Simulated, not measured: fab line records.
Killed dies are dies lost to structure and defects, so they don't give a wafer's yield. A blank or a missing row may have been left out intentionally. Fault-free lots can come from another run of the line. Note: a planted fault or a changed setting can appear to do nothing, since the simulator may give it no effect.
Which tool was responsible?    flow n5-finfet    63 wafers from 21 lots sampled at 6 of the route's 1938 steps

WHAT THE GAUGES READ, wafer by wafer
The record holds no reading of a measuring or inspecting step that can be judged against a usual standard deviation.

WHICH TOOL RAN EACH LOT (tool, then ch and the chambers of the sampled wafers, then the start)
lot   N5_BEOL_M5_ETCH_72                  N5_BEOL_M5_ETCH_75                  N5_BEOL_M5_STRIP_36                 N5_BEOL_M5_PRE_CLEAN_45       N5_BEOL_M5_SPUTTER_88         N5_BEOL_M5_DEP_56
L074  rie-diel-04 ch 0,2,3, day 7 23:50   rie-diel-01 ch 0,1,2, day 8 06:53   rie-diel-01 ch 0,1,2, day 8 07:05   pvd-sputter-01, day 8 07:56   pvd-sputter-02, day 8 11:55   pecvd-02 ch 0,1,2, day 8 14:00
L075  rie-diel-01 ch 1,3, day 8 03:09     rie-diel-01 ch 0,2, day 8 07:17     rie-diel-01 ch 0,2, day 8 07:28     pvd-sputter-02, day 8 08:13   pvd-sputter-01, day 8 12:11   pecvd-01 ch 0,1,2, day 8 14:16
L077  rie-diel-04 ch 1,2, day 9 03:46     rie-diel-01 ch 1,3, day 9 04:50     rie-diel-01 ch 1,3, day 9 05:02     pvd-sputter-01, day 9 06:54   pvd-sputter-03, day 9 12:16   pecvd-03 ch 0,1, day 9 14:46
L078  rie-diel-05 ch 1,3, day 9 12:24     rie-diel-05 ch 0,1,2, day 9 13:43   rie-diel-05 ch 0,1,2, day 9 13:54   pvd-sputter-03, day 9 15:47   pvd-sputter-03, day 9 19:40   pecvd-03 ch 0,1,2, day 9 21:45
L079  rie-diel-01 ch 0,2,3, day 9 13:03   rie-diel-04 ch 0,1,2, day 9 15:46   rie-diel-04 ch 0,1,2, day 9 15:58   pvd-sputter-02, day 9 17:25   pvd-sputter-01, day 9 21:16   pecvd-02 ch 1,2, day 9 23:20
L080  rie-diel-05 ch 2,3, day 9 16:20     rie-diel-05 ch 0,1,2, day 9 20:28   rie-diel-05 ch 0,1,2, day 9 20:40   pvd-sputter-03, day 9 21:32   pvd-sputter-02, day 10 01:31  pecvd-01 ch 0,2, day 10 03:39
L081  rie-diel-04 ch 1,2, day 9 21:34     rie-diel-01 ch 0,1,3, day 9 22:35   rie-diel-01 ch 0,1,3, day 9 22:46   pvd-sputter-01, day 10 00:34  pvd-sputter-01, day 10 04:31  pecvd-03 ch 0,1, day 10 06:38
L083  rie-diel-01 ch 0,3, day 10 19:11    rie-diel-05 ch 0,1,3, day 10 22:36  rie-diel-05 ch 0,1,3, day 10 22:47  pvd-sputter-03, day 11 01:03  pvd-sputter-02, day 11 04:53  pecvd-03 ch 0,1,2, day 11 07:10
L084  rie-diel-04 ch 1,2, day 11 01:46    rie-diel-01 ch 0,1,3, day 11 04:39  rie-diel-01 ch 0,1,3, day 11 04:50  pvd-sputter-01, day 11 06:03  pvd-sputter-02, day 11 10:05  pecvd-03 ch 0,1,2, day 11 12:47
L086  rie-diel-05 ch 1,2,3, day 11 04:50  rie-diel-05 ch 0,1,3, day 11 05:50  rie-diel-05 ch 0,1,3, day 11 06:02  pvd-sputter-02, day 11 06:47  pvd-sputter-01, day 11 11:14  pecvd-01 ch 0,1,2, day 11 13:19
L087  rie-diel-04 ch 1,3, day 11 05:23    rie-diel-01 ch 1,3, day 11 06:34    rie-diel-01 ch 1,3, day 11 06:45    pvd-sputter-03, day 11 09:23  pvd-sputter-03, day 11 13:41  pecvd-01 ch 0,1,2, day 11 15:52
L088  rie-diel-04 ch 1,2,3, day 11 10:06  rie-diel-01 ch 0,3, day 11 11:37    rie-diel-01 ch 0,3, day 11 11:49    pvd-sputter-02, day 11 12:36  pvd-sputter-02, day 11 16:58  pecvd-03 ch 0,2, day 11 19:02
L089  rie-diel-04 ch 0,1, day 12 16:37    rie-diel-05 ch 0,3, day 12 18:56    rie-diel-05 ch 0,3, day 12 19:08    pvd-sputter-03, day 12 20:03  pvd-sputter-01, day 13 00:13  pecvd-01 ch 0,1, day 13 02:31
L091  rie-diel-05 ch 0,1,2, day 12 16:44  rie-diel-01 ch 0,1,2, day 12 17:58  rie-diel-01 ch 0,1,2, day 12 18:10  pvd-sputter-01, day 12 18:58  pvd-sputter-02, day 12 22:58  pecvd-03 ch 0,1, day 13 01:03
L090  rie-diel-05 ch 0,1,2, day 12 16:58  rie-diel-01 ch 0,1,3, day 12 18:38  rie-diel-01 ch 0,1,3, day 12 18:49  pvd-sputter-03, day 12 19:58  pvd-sputter-03, day 12 23:53  pecvd-01 ch 0,1, day 13 02:22
L093  rie-diel-01 ch 0,2,3, day 12 19:51  rie-diel-04 ch 1,2, day 13 00:28    rie-diel-04 ch 1,2, day 13 00:40    pvd-sputter-01, day 13 01:39  pvd-sputter-01, day 13 05:41  pecvd-02 ch 0,1,2, day 13 07:46
L092  rie-diel-05 ch 0,1,2, day 12 19:52  rie-diel-01 ch 0,2,3, day 13 00:36  rie-diel-01 ch 0,2,3, day 13 00:47  pvd-sputter-02, day 13 01:40  pvd-sputter-03, day 13 07:01  pecvd-03 ch 0,1, day 13 09:09
L094  rie-diel-04 ch 0,1,3, day 13 14:25  rie-diel-01 ch 0,2,3, day 13 15:17  rie-diel-01 ch 0,2,3, day 13 15:28  pvd-sputter-03, day 13 16:20  pvd-sputter-03, day 13 20:16  pecvd-02 ch 0,1,2, day 13 22:59
L095  rie-diel-01 ch 2,3, day 13 16:13    rie-diel-04 ch 0,1, day 13 20:48    rie-diel-04 ch 0,1, day 13 20:59    pvd-sputter-02, day 13 21:52  pvd-sputter-02, day 14 02:08  pecvd-01 ch 0,1,2, day 14 04:14
L096  rie-diel-05 ch 1,2, day 13 22:02    rie-diel-04 ch 0,1, day 13 23:53    rie-diel-04 ch 0,1, day 14 00:04    pvd-sputter-01, day 14 01:01  pvd-sputter-01, day 14 04:58  pecvd-02 ch 0,1,2, day 14 07:02
L097  rie-diel-04 ch 0,1,2, day 14 01:19  rie-diel-01 ch 0,1,3, day 14 04:13  rie-diel-01 ch 0,1,3, day 14 04:25  pvd-sputter-03, day 14 05:20  pvd-sputter-01, day 14 09:37  pecvd-02 ch 0,2, day 14 11:41
- N5_BEOL_M5_ETCH_72: etches underlayer in N2/H2, target depth 6.5 nm, time 5.2 s.
- N5_BEOL_M5_ETCH_75: etches underlayer in N2/H2, target depth 6.5 nm, time 5.2 s.
- N5_BEOL_M5_STRIP_36: strips in N2/H2.
- N5_BEOL_M5_PRE_CLEAN_45: time 30 s.
- N5_BEOL_M5_SPUTTER_88: material Cu, target thk 15 nm, time 27.62 s.
- N5_BEOL_M5_DEP_56: deposits SiCN from 3MS/NH3, target thk 8 nm, time 14 s.

WHAT THE TOOLS THEMSELVES READ (means of the sampled wafers that have a number; where no wafer has one, the mark that the record gives instead)
N5_BEOL_M5_ETCH_72. Usual: bias-w 150.0 W, standard deviation 0.41; chamber-pressure-mTorr 30.00 mTorr, standard deviation 0.041; drypump-motor-current-A 5.8 A, standard deviation 0.51; etch-rf-on-time-s 5.19 s, standard deviation 0.14; oes-product-au 0.68 a.u., standard deviation 0.07; rf-vpp-V 524.1 V, standard deviation 2.4; showerhead-plenum-p-Torr 2.55 Torr, standard deviation 0.08; throttle-valve-pct 17.90 %, standard deviation 0.27.
lot   tool         bias-w (W)  chamber-pressure-mTorr (mTorr)  drypump-motor-current-A (A)  etch-rf-on-time-s (s)  oes-product-au (a.u.)  rf-vpp-V (V)  showerhead-plenum-p-Torr (Torr)  throttle-valve-pct (%)  flag
L074  rie-diel-04  150.1       30.00                           6.1                          5.28                   0.61                   525.2         2.56                             18.05                   
L075  rie-diel-01  150.3       30.02                           5.4                          4.98                   0.74                   524.8         2.59                             17.64                   
L077  rie-diel-04  150.4       29.98                           5.9                          5.24                   0.65                   523.3         2.53                             18.08                   
L078  rie-diel-05  149.4       30.00                           6.0                          5.35                   0.64                   524.0         2.47                             18.17                   
L079  rie-diel-01  150.0       30.02                           5.8                          5.06                   0.75                   524.3         2.59                             17.86                   
L080  rie-diel-05  150.1       29.99                           5.9                          5.24                   0.66                   522.8         2.55                             18.07                   
L081  rie-diel-04  150.4       29.99                           5.9                          5.24                   0.65                   522.4         2.53                             18.08                   
L083  rie-diel-01  150.1       30.00                           5.7                          5.03                   0.71                   527.0         2.61                             17.94                   
L084  rie-diel-04  149.9       29.99                           6.2                          5.24                   0.63                   521.7         2.48                             18.15                   
L086  rie-diel-05  149.7       29.97                           5.8                          5.28                   0.63                   523.6         2.50                             18.07                   
L087  rie-diel-04  150.1       30.03                           5.6                          5.25                   0.70                   524.3         2.58                             17.84                   
L088  rie-diel-04  150.1       29.99                           5.8                          5.20                   0.70                   524.7         2.53                             17.89                   
L089  rie-diel-04  149.7       30.02                           6.2                          5.20                   0.76                   526.8         2.60                             17.86                   
L091  rie-diel-05  149.8       30.02                           5.6                          5.17                   0.62                   523.9         2.54                             17.88                   
L090  rie-diel-05  149.7       30.01                           5.6                          5.29                   0.61                   523.5         2.54                             17.88                   
L093  rie-diel-01  150.5       30.03                           5.8                          5.07                   0.71                   526.2         2.58                             17.90                   
L092  rie-diel-05  150.4       30.00                           5.6                          5.26                   0.62                   524.2         2.54                             17.89                   
L094  rie-diel-04  149.9       30.00                           5.8                          5.20                   0.73                   523.8         2.59                             17.76                   
L095  rie-diel-01  150.3       30.00                           5.3                          5.07                   0.73                   523.9         2.50                             17.87                   
L096  rie-diel-05  149.7       30.03                           5.6                          5.34                   0.60                   522.3         2.45                             18.07                   
L097  rie-diel-04  150.1       29.97                           6.2                          5.23                   0.68                   524.4         2.53                             18.07                   

N5_BEOL_M5_ETCH_75. Usual: bias-w 150.0 W, standard deviation 0.47; chamber-pressure-mTorr 30.00 mTorr, standard deviation 0.04; drypump-motor-current-A 5.8 A, standard deviation 0.55; etch-rf-on-time-s 5.14 s, standard deviation 0.16; oes-product-au 0.69 a.u., standard deviation 0.056; rf-vpp-V 524.5 V, standard deviation 2.4; showerhead-plenum-p-Torr 2.57 Torr, standard deviation 0.082; throttle-valve-pct 17.87 %, standard deviation 0.23.
lot   tool         bias-w (W)  chamber-pressure-mTorr (mTorr)  drypump-motor-current-A (A)  etch-rf-on-time-s (s)  oes-product-au (a.u.)  rf-vpp-V (V)  showerhead-plenum-p-Torr (Torr)  throttle-valve-pct (%)  flag
L074  rie-diel-01  150.2       29.99                           5.8                          5.14                   0.76                   525.3         2.60                             17.67                   
L075  rie-diel-01  150.0       29.97                           6.3                          5.23                   0.74                   526.4         2.64                             17.78                   
L077  rie-diel-01  150.1       30.01                           5.4                          4.92                   0.74                   524.3         2.58                             17.65                   
L078  rie-diel-05  150.1       30.02                           5.6                          5.18                   0.64                   524.1         2.55                             17.86                   
L079  rie-diel-04  150.2       30.00                           6.2                          5.22                   0.62                   523.1         2.55                             18.12                   
L080  rie-diel-05  149.7       29.99                           5.6                          5.18                   0.64                   523.6         2.55                             17.86                   
L081  rie-diel-01  150.0       30.06                           5.8                          5.07                   0.72                   525.0         2.62                             17.78                   
L083  rie-diel-05  150.2       29.99                           5.9                          5.23                   0.65                   524.4         2.55                             17.99                   
L084  rie-diel-01  150.2       30.02                           5.8                          5.07                   0.72                   525.1         2.62                             17.79                   
L086  rie-diel-05  149.4       29.98                           5.9                          5.23                   0.65                   524.5         2.55                             18.01                   
L087  rie-diel-01  149.8       30.02                           5.3                          4.95                   0.72                   526.4         2.57                             17.85                   
L088  rie-diel-01  149.9       30.00                           6.2                          5.10                   0.71                   526.1         2.66                             17.91                   
L089  rie-diel-05  149.9       29.99                           6.1                          5.18                   0.66                   524.8         2.58                             18.05                   
L091  rie-diel-01  150.2       30.02                           5.8                          5.17                   0.72                   525.4         2.58                             17.74                   
L090  rie-diel-01  150.2       30.03                           5.8                          5.04                   0.70                   526.0         2.61                             17.81                   
L093  rie-diel-04  150.6       29.98                           5.9                          5.34                   0.62                   522.3         2.52                             18.14                   
L092  rie-diel-01  150.2       30.01                           5.8                          5.07                   0.71                   524.3         2.58                             17.90                   
L094  rie-diel-01  149.6       30.02                           5.7                          5.14                   0.71                   524.4         2.57                             17.91                   
L095  rie-diel-04  149.8       30.00                           5.9                          5.23                   0.68                   522.7         2.57                             18.00                   
L096  rie-diel-04  149.6       30.03                           6.2                          5.20                   0.74                   525.5         2.59                             17.90                   
L097  rie-diel-01  150.3       29.99                           5.8                          5.03                   0.70                   525.7         2.61                             17.83                   

N5_BEOL_M5_STRIP_36. Usual: chamber-pressure-mTorr 19.994 mTorr, standard deviation 0.029; drypump-motor-current-A 5.8 A, standard deviation 0.55; oes-product-au 0.82 a.u., standard deviation 0.064; rf-vpp-V 59.2 V, standard deviation 1.4; showerhead-plenum-p-Torr 2.56 Torr, standard deviation 0.082; throttle-valve-pct 23.73 %, standard deviation 0.26.
lot   tool         chamber-pressure-mTorr (mTorr)  drypump-motor-current-A (A)  oes-product-au (a.u.)  rf-vpp-V (V)  showerhead-plenum-p-Torr (Torr)  throttle-valve-pct (%)  flag
L074  rie-diel-01  19.968                          5.9                          0.89                   59.9          2.59                             23.50                   
L075  rie-diel-01  19.989                          6.3                          0.89                   59.4          2.63                             23.64                   
L077  rie-diel-01  19.995                          5.4                          0.85                   59.7          2.58                             23.48                   
L078  rie-diel-05  20.014                          5.6                          0.75                   58.9          2.54                             23.73                   
L079  rie-diel-04  20.013                          6.2                          0.74                   59.6          2.54                             23.98                   
L080  rie-diel-05  19.988                          5.6                          0.75                   58.7          2.54                             23.75                   
L081  rie-diel-01  20.004                          5.8                          0.85                   59.7          2.62                             23.60                   
L083  rie-diel-05  19.980                          5.9                          0.77                   60.0          2.54                             23.85                   
L084  rie-diel-01  20.012                          5.8                          0.84                   59.4          2.61                             23.62                   
L086  rie-diel-05  19.998                          5.9                          0.76                   58.0          2.54                             23.87                   
L087  rie-diel-01  20.008                          5.3                          0.84                   59.2          2.57                             23.68                   
L088  rie-diel-01  19.963                          6.3                          0.83                   59.2          2.65                             23.73                   
L089  rie-diel-05  19.986                          6.1                          0.77                   58.5          2.57                             23.91                   
L091  rie-diel-01  19.999                          5.9                          0.84                   59.1          2.58                             23.56                   
L090  rie-diel-01  19.979                          5.8                          0.83                   57.9          2.61                             23.65                   
L093  rie-diel-04  20.006                          5.9                          0.73                   58.6          2.51                             24.08                   
L092  rie-diel-01  19.992                          5.8                          0.85                   59.2          2.57                             23.72                   
L094  rie-diel-01  19.997                          5.7                          0.83                   59.3          2.57                             23.75                   
L095  rie-diel-04  20.013                          5.9                          0.79                   59.6          2.57                             23.96                   
L096  rie-diel-04  19.989                          6.2                          0.87                   59.3          2.59                             23.84                   
L097  rie-diel-01  19.961                          5.8                          0.81                   58.8          2.61                             23.66                   

N5_BEOL_M5_PRE_CLEAN_45. Usual: heater-power-w reads 333 W (standard deviation 34).
lot   tool            heater-power-w (W)  flag
L074  pvd-sputter-01  314                 
L075  pvd-sputter-02  300                 
L077  pvd-sputter-01  372                 
L078  pvd-sputter-03  338                 
L079  pvd-sputter-02  321                 
L080  pvd-sputter-03  335                 
L081  pvd-sputter-01  341                 
L083  pvd-sputter-03  351                 
L084  pvd-sputter-01  353                 
L086  pvd-sputter-02  321                 
L087  pvd-sputter-03  369                 
L088  pvd-sputter-02  334                 
L089  pvd-sputter-03  361                 
L091  pvd-sputter-01  337                 
L090  pvd-sputter-03  346                 
L093  pvd-sputter-01  339                 
L092  pvd-sputter-02  308                 
L094  pvd-sputter-03  365                 
L095  pvd-sputter-02  321                 
L096  pvd-sputter-01  364                 
L097  pvd-sputter-03  347                 

N5_BEOL_M5_SPUTTER_88. Usual: chuck-sensor-temp-C -15.7 C, standard deviation 0.48; throttle-valve-pct 30.3 %, standard deviation 0.91.
lot   tool            chuck-sensor-temp-C (C)  throttle-valve-pct (%)  flag
L074  pvd-sputter-02  -15.9                    29.2                    
L075  pvd-sputter-01  -15.7                    31.4                    
L077  pvd-sputter-03  -15.8                    29.7                    
L078  pvd-sputter-03  -16.2                    30.8                    
L079  pvd-sputter-01  -15.1                    30.8                    
L080  pvd-sputter-02  -15.6                    29.7                    
L081  pvd-sputter-01  -15.7                    30.6                    
L083  pvd-sputter-02  -15.3                    29.9                    
L084  pvd-sputter-02  -16.0                    29.2                    
L086  pvd-sputter-01  -15.4                    30.3                    
L087  pvd-sputter-03  -15.8                    30.3                    
L088  pvd-sputter-02  -15.8                    29.3                    
L089  pvd-sputter-01  -15.4                    30.9                    
L091  pvd-sputter-02  -15.5                    29.7                    
L090  pvd-sputter-03  -15.9                    30.7                    
L093  pvd-sputter-01  -15.6                    31.2                    
L092  pvd-sputter-03  -16.0                    29.7                    
L094  pvd-sputter-03  -16.1                    29.9                    
L095  pvd-sputter-02  -15.3                    29.6                    
L096  pvd-sputter-01  -15.2                    30.2                    
L097  pvd-sputter-01  -15.5                    30.3                    

N5_BEOL_M5_DEP_56. Usual: showerhead-plenum-p-Torr 3.668 Torr, standard deviation 0.011; throttle-valve-pct 9.0 %, standard deviation 0.47.
lot   tool      showerhead-plenum-p-Torr (Torr)  throttle-valve-pct (%)  flag
L074  pecvd-02  3.661                            9.3                     
L075  pecvd-01  3.666                            8.7                     
L077  pecvd-03  3.661                            9.4                     
L078  pecvd-03  3.669                            9.2                     
L079  pecvd-02  3.674                            9.2                     
L080  pecvd-01  3.664                            8.5                     
L081  pecvd-03  3.659                            9.4                     
L083  pecvd-03  3.671                            9.0                     
L084  pecvd-03  3.674                            9.1                     
L086  pecvd-01  3.661                            8.8                     
L087  pecvd-01  3.669                            8.7                     
L088  pecvd-03  3.670                            9.1                     
L089  pecvd-01  3.663                            8.8                     
L091  pecvd-03  3.669                            9.3                     
L090  pecvd-01  3.664                            9.1                     
L093  pecvd-02  3.660                            9.4                     
L092  pecvd-03  3.669                            9.4                     
L094  pecvd-02  3.671                            9.4                     
L095  pecvd-01  3.667                            8.8                     
L096  pecvd-02  3.665                            9.3                     
L097  pecvd-02  3.673                            9.3                     

THE ANSWER, worked out from the rows above alone
Rule: a lot counts as off when the mean over its wafers that have a number is more than 3 standard deviations away from the usual mean. A lot without any number at a reading at which 4 lots or more have one is off too. Where the step has rows for the other lots, those lots are counted as sound. After the gauges, taken in route order, come the tools' own readings; for these a lot's mean is taken, as printed above. At the first step where some lot is off, the reading lying furthest off is the one used; lots without a number count as furthest.
None of the lots is off at any reading shown; this tells nothing.

WHAT HAD BEEN PUT IN BY THE SIMULATOR
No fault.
